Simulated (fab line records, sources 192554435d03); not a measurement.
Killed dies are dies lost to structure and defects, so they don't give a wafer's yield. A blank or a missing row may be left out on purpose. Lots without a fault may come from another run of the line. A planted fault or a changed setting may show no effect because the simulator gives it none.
Which tool did it? | flow n5_finfet | 9 lots, 27 wafers sampled, at 5 steps of a route of 1938

WHAT THE GAUGES READ, wafer by wafer
N5_MOL_CONTACT_COAG_INSPECT_97: inspects for defects (darkfield). Usual: raw_defect_count 42, standard deviation 15.
lot  | measured     | on                | raw_defect_count | flag
L779 | day 5 12:37  | defect_inspect-01 | 32 35 37         |
L782 | day 6 04:20  | defect_inspect-02 | 49 33 87         |
L784 | day 6 19:14  | defect_inspect-01 | 31 15 46         |
L788 | day 7 20:43  | defect_inspect-02 | 32 67 30         |
L789 | day 8 01:59  | defect_inspect-01 | 48 31 92         |
L790 | day 8 14:05  | defect_inspect-01 | 26 37 94         |
L798 | day 10 06:51 | defect_inspect-01 | 47 52 40         |
L799 | day 10 12:22 | defect_inspect-01 | 25 22 46         |
L800 | day 10 17:20 | defect_inspect-01 | 40 29 50         |

N5_BEOL_M4_RC_MEAS_101. Usual: DIBL_N 35.8 mV/V, standard deviation 1.7; DIBL_P 35.3 mV/V, standard deviation 2; IOFF_N 0.150 nA/um, standard deviation 0.026; IOFF_N_LONG 5.58e-05 nA/um, standard deviation 2.1e-06; IOFF_P 0.194 nA/um, standard deviation 0.029; IOFF_P_85C 3.4 nA/um, standard deviation 0.42; IOFF_P_LIN 0.093 nA/um, standard deviation 0.011; IOFF_P_LONG 0.000102 nA/um, standard deviation 8.2e-06; ION_N 667 uA/um, standard deviation 11; ION_P 456 uA/um, standard deviation 7.1; SS_N 71.4 mV/dec, standard deviation 0.65; SS_P 73.1 mV/dec, standard deviation 0.64; VT_N 251 mV, standard deviation 3; VT_N_LONG 274.4 mV, standard deviation 2.1; VT_N_LVT 99 mV, standard deviation 3.1; VT_P -252 mV, standard deviation 3.2; VT_P_LONG -276.3 mV, standard deviation 2.6; VT_P_LVT -99.8 mV, standard deviation 2.3.
lot  | measured     | on        | DIBL_N (mV/V)  | DIBL_P (mV/V)  | IOFF_N (nA/um)    | IOFF_N_LONG (nA/um)        | IOFF_P (nA/um)    | IOFF_P_85C (nA/um) | IOFF_P_LIN (nA/um) | IOFF_P_LONG (nA/um)        | ION_N (uA/um) | ION_P (uA/um) | SS_N (mV/dec)  | SS_P (mV/dec)  | VT_N (mV)   | VT_N_LONG (mV)    | VT_N_LVT (mV) | VT_P (mV)      | VT_P_LONG (mV)       | VT_P_LVT (mV)        | flag
L779 | day 9 17:53  | prober-01 | 36.5 32.5 35.6 | 36.8 32.0 36.5 | 0.156 0.103 0.150 | 5.44e-05 5.38e-05 5.41e-05 | 0.193 0.136 0.190 | 3.5 2.6 3.4        | 0.092 0.071 0.091  | 9.6e-05 8.8e-05 9.5e-05    | 678 649 675   | 461 447 466   | 72.2 70.9 71.2 | 73.0 71.8 74.1 | 253 258 250 | 276.7 275.8 276.5 | 97 103 98     | -252 -258 -254 | -276.2 -278.4 -277.1 | -99.6 -104.4 -99.6   |
L782 | day 10 23:08 | prober-02 | 36.3 35.5 35.1 | 39.2 38.0 37.0 | 0.181 0.148 0.158 | 5.38e-05 5.44e-05 5.62e-05 | 0.208 0.189 0.186 | 3.6 3.4 3.3        | 0.095 0.090 0.090  | 9e-05 9.4e-05 9.3e-05      | 679 659 675   | 459 453 458   | 71.7 72.0 71.8 | 73.6 73.9 72.7 | 248 249 252 | 275.2 275.6 274.4 | 94 99 96      | -252 -253 -253 | -279.6 -277.1 -279.2 | -97.9 -99.3 -99.7    |
L784 | day 11 08:04 | prober-02 | 33.9 31.8 34.2 | 32.9 31.0 33.7 | 0.125 0.097 0.125 | 5.69e-05 5.58e-05 5.67e-05 | 0.150 0.135 0.157 | 2.8 2.6 2.9        | 0.078 0.074 0.081  | 9.4e-05 0.000103 9.7e-05   | 669 644 662   | 448 443 453   | 71.4 69.8 71.0 | 72.4 72.2 72.5 | 255 256 253 | 274.1 276.4 276.4 | 101 105 101   | -255 -257 -254 | -273.9 -276.8 -275.9 | -103.2 -104.1 -102.6 |
L788 | day 12 13:01 | prober-01 | 34.5 33.9 35.6 | 36.0 34.6 36.7 | 0.116 0.107 0.138 | 7.76e-05 7.64e-05 7.71e-05 | 0.129 0.121 0.142 | 2.4 2.3 2.6        | 0.061 0.059 0.066  | 0.000156 0.00015 0.00014   | 610 606 617   | 390 390 388   | 75.1 74.4 75.5 | 81.1 79.9 80.9 | 267 269 265 | 288.8 289.9 289.5 | 115 116 114   | -283 -285 -281 | -308.5 -310.3 -308.3 | -133.1 -131.6 -131.3 | OFF
L789 | day 12 12:49 | prober-02 | 33.9 35.7 36.5 | 32.9 34.6 34.1 | 0.098 0.117 0.124 | 7.44e-05 7.52e-05 7.93e-05 | 0.101 0.119 0.109 | 2.0 2.3 2.1        | 0.052 0.058 0.054  | 0.000136 0.000143 0.000147 | 606 618 611   | 379 391 379   | 74.6 74.0 74.3 | 79.6 79.7 79.6 | 272 270 269 | 289.9 291.9 291.3 | 119 116 117   | -287 -286 -289 | -312.1 -310.0 -312.5 | -138.0 -135.9 -136.6 | OFF
L790 | day 12 22:44 | prober-02 | 37.4 32.9 36.3 | 38.0 32.1 35.2 | 0.163 0.104 0.139 | 5.44e-05 5.44e-05 5.59e-05 | 0.246 0.162 0.201 | 4.0 2.8 3.4        | 0.112 0.083 0.097  | 0.000118 0.000111 0.000112 | 681 668 664   | 466 461 467   | 70.8 70.4 70.6 | 73.6 72.0 72.2 | 250 254 253 | 272.1 272.8 273.9 | 100 104 103   | -247 -252 -251 | -274.5 -272.6 -274.5 | -96.8 -101.5 -100.5  |
L798 | day 14 23:49 | prober-01 | 36.1 38.2 34.3 | 35.1 36.6 31.9 | 0.165 0.209 0.121 | 6.06e-05 6.15e-05 6e-05    | 0.231 0.262 0.186 | 4.0 4.5 3.4        | 0.113 0.124 0.098  | 0.000122 0.000118 0.000114 | 666 691 652   | 467 470 458   | 71.9 71.8 70.9 | 72.7 73.3 72.6 | 245 243 251 | 270.3 269.9 271.4 | 96 93 103     | -246 -244 -251 | -271.2 -268.7 -271.6 | -95.6 -94.4 -98.2    |
L799 | day 15 02:43 | prober-01 | 33.6 33.7 33.3 | 33.6 32.3 32.0 | 0.139 0.123 0.122 | 5.6e-05 5.66e-05 5.48e-05  | 0.173 0.147 0.149 | 3.1 2.7 2.8        | 0.086 0.077 0.077  | 9e-05 9.6e-05 9.4e-05      | 664 652 652   | 454 452 445   | 70.7 70.9 70.9 | 72.6 71.9 72.5 | 250 254 251 | 274.2 275.1 274.5 | 95 100 99     | -253 -257 -256 | -279.8 -280.9 -279.6 | -101.2 -104.0 -104.1 |
L800 | day 15 08:19 | prober-01 | 34.3 36.6 34.5 | 34.8 37.6 35.9 | 0.117 0.153 0.129 | 5.44e-05 5.36e-05 5.31e-05 | 0.170 0.217 0.184 | 3.0 3.7 3.2        | 0.082 0.097 0.087  | 0.000102 0.000103 9.7e-05  | 668 666 674   | 463 458 463   | 70.9 71.9 71.3 | 73.4 73.2 73.1 | 255 253 252 | 273.7 277.0 273.8 | 101 101 100   | -253 -251 -253 | -276.7 -277.8 -278.7 | -102.3 -99.5 -102.5  |

WHICH TOOL RAN EACH LOT (tool, then ch and the chambers of the sampled wafers, then the start)
lot  | N5_MOL_CONTACT_COAG_ETCH_67        | N5_MOL_CONTACT_COAG_ANNEAL_112  | N5_BEOL_M0_SAQP_PECVD_03
L779 | rie_diel-01 ch 2,3, day 5 06:52    | hp_anneal-01 ch 0, day 5 09:35  | pecvd-01 ch 0,1, day 5 14:36
L782 | rie_diel-03 ch 0,1,2, day 5 23:25  | hp_anneal-01 ch 0, day 6 01:19  | pecvd-01 ch 1,2, day 6 05:37
L784 | rie_diel-04 ch 0,1,3, day 6 14:56  | hp_anneal-01 ch 0, day 6 16:13  | pecvd-04 ch 0,1,2, day 6 20:15
L788 | rie_diel-01 ch 0,1,2, day 7 14:55  | hp_anneal-01, day 7 17:40       | pecvd-02 ch 0,1,2, day 7 22:49
L789 | rie_diel-04 ch 2,3, day 7 21:34    | hp_anneal-01, day 7 22:58       | pecvd-04 ch 0,1,2, day 8 03:58
L790 | rie_diel-04 ch 2,3, day 8 09:47    | hp_anneal-01 ch 0, day 8 11:02  | pecvd-01 ch 0,1,2, day 8 15:17
L798 | rie_diel-04 ch 0,1,2, day 10 02:34 | hp_anneal-01 ch 0, day 10 03:49 | pecvd-01 ch 0,1, day 10 07:50
L799 | rie_diel-01 ch 1,2, day 10 07:44   | hp_anneal-01 ch 0, day 10 09:20 | pecvd-02 ch 1,2, day 10 15:16
L800 | rie_diel-03 ch 2,3, day 10 13:02   | hp_anneal-01 ch 0, day 10 14:17 | pecvd-04 ch 0,1, day 10 18:27
- N5_MOL_CONTACT_COAG_ETCH_67: etches SOC in N2/H2, target depth 60 nm, overetch 21 nm, time 101.2 s.
- N5_MOL_CONTACT_COAG_ANNEAL_112: time 1800 s.
- N5_BEOL_M0_SAQP_PECVD_03: deposits SiCN from 3MS/NH3, target thk 12 nm, time 21.1 s.

WHAT THE TOOLS THEMSELVES READ (means of the sampled wafers that have a number; where no wafer has one, the mark that the record gives instead)
N5_MOL_CONTACT_COAG_ETCH_67. Usual: drypump_motor_current_A 5.9 A, standard deviation 0.48; h2_flow_sccm 200.0 sccm, standard deviation 0.68; oes_product_au 0.66 a.u., standard deviation 0.073; rf_vpp_V 522.9 V, standard deviation 2.4; showerhead_plenum_p_Torr 2.50 Torr, standard deviation 0.081; throttle_valve_pct 17.8 %, standard deviation 0.34.
lot  | tool        | drypump_motor_current_A (A) | h2_flow_sccm (sccm) | oes_product_au (a.u.) | rf_vpp_V (V) | showerhead_plenum_p_Torr (Torr) | throttle_valve_pct (%) | flag
L779 | rie_diel-01 | 6.1                         | 200.4               | 0.77                  | 521.6        | 2.47                            | 17.5                   |
L782 | rie_diel-03 | 5.4                         | 199.5               | 0.61                  | 522.4        | 2.51                            | 17.8                   |
L784 | rie_diel-04 | 5.9                         | 199.7               | 0.61                  | 523.2        | 2.53                            | 17.9                   |
L788 | rie_diel-01 | 6.2                         | 200.0               | 0.67                  | 522.8        | 2.52                            | 18.0                   |
L789 | rie_diel-04 | 5.5                         | 199.6               | 0.61                  | 520.3        | 2.41                            | 17.9                   |
L790 | rie_diel-04 | 5.3                         | 199.8               | 0.60                  | 519.8        | 2.40                            | 17.8                   |
L798 | rie_diel-04 | 6.0                         | 199.9               | 0.66                  | 523.2        | 2.52                            | 18.0                   |
L799 | rie_diel-01 | 6.3                         | 200.5               | 0.66                  | 521.3        | 2.45                            | 18.1                   |
L800 | rie_diel-03 | 5.7                         | 199.6               | 0.62                  | 522.4        | 2.50                            | 17.7                   |

N5_MOL_CONTACT_COAG_ANNEAL_112. Usual: pressure_atm 10.001, standard deviation 0.021; spike_tc_bottom_C 420.8 C, standard deviation 1.2; spike_tc_top_C 434.8 C, standard deviation 1; wafer_temp_C_max 401.9, standard deviation 0.41; zone_power_bottom_pct 12.46 %, standard deviation 0.12.
lot  | tool         | pressure_atm | spike_tc_bottom_C (C) | spike_tc_top_C (C) | wafer_temp_C_max | zone_power_bottom_pct (%) | flag
L779 | hp_anneal-01 | 10.017       | 419.8                 | 434.8              | 402.2            | 12.33                     |
L782 | hp_anneal-01 | 9.979        | 420.5                 | 435.4              | 401.9            | 12.44                     |
L784 | hp_anneal-01 | 10.034       | 420.2                 | 434.8              | 401.9            | 12.41                     |
L788 | hp_anneal-01 | -            | -                     | -                  | -                | -                         | OFF
L789 | hp_anneal-01 | -            | -                     | -                  | -                | -                         | OFF
L790 | hp_anneal-01 | 9.998        | 420.2                 | 434.4              | 402.0            | 12.41                     |
L798 | hp_anneal-01 | 10.011       | 420.9                 | 434.5              | 401.5            | 12.53                     |
L799 | hp_anneal-01 | 10.006       | 421.4                 | 435.4              | 401.9            | 12.51                     |
L800 | hp_anneal-01 | 9.974        | 420.5                 | 435.4              | 401.9            | 12.44                     |

N5_BEOL_M0_SAQP_PECVD_03. Usual: showerhead_plenum_p_Torr 3.674 Torr, standard deviation 0.02; throttle_valve_pct 9.0 %, standard deviation 0.55.
lot  | tool     | showerhead_plenum_p_Torr (Torr) | throttle_valve_pct (%) | flag
L779 | pecvd-01 | 3.682                           | 9.0                    |
L782 | pecvd-01 | 3.694                           | 9.4                    |
L784 | pecvd-04 | 3.673                           | 8.8                    |
L788 | pecvd-02 | 3.673                           | 9.0                    |
L789 | pecvd-04 | 3.667                           | 9.1                    |
L790 | pecvd-01 | 3.689                           | 8.9                    |
L798 | pecvd-01 | 3.674                           | 9.1                    |
L799 | pecvd-02 | 3.662                           | 9.0                    |
L800 | pecvd-04 | 3.656                           | 8.7                    |

THE ANSWER, worked out from the rows above alone
Rule: a lot is off if the mean of its wafers that have a number lies more than 3 standard deviations from the usual mean. A lot without any number at a reading at which 4 lots or more have one is off too. The other lots that the step has rows for count as sound. The gauges are gone through in route order, then the tools' own readings, and for those a lot's mean is taken as printed above. The first step at which some lot is off is used, and at that step the reading that is off furthest; a lot without a number counts as furthest.
Off: L788, L789, at N5_BEOL_M4_RC_MEAS_101 (VT_P_LVT).
A tool fits if, at a process step before that reading, it ran every lot that is off, and no sound lot after the first of them. The gauges at N5_BEOL_M4_RC_MEAS_101 aren't tried: what is off there is off at N5_MOL_CONTACT_COAG_ANNEAL_112 too, on other tools, and a gauge's error can't cause that. None of those tried fits.

WHAT THE SIMULATOR HAD PUT IN
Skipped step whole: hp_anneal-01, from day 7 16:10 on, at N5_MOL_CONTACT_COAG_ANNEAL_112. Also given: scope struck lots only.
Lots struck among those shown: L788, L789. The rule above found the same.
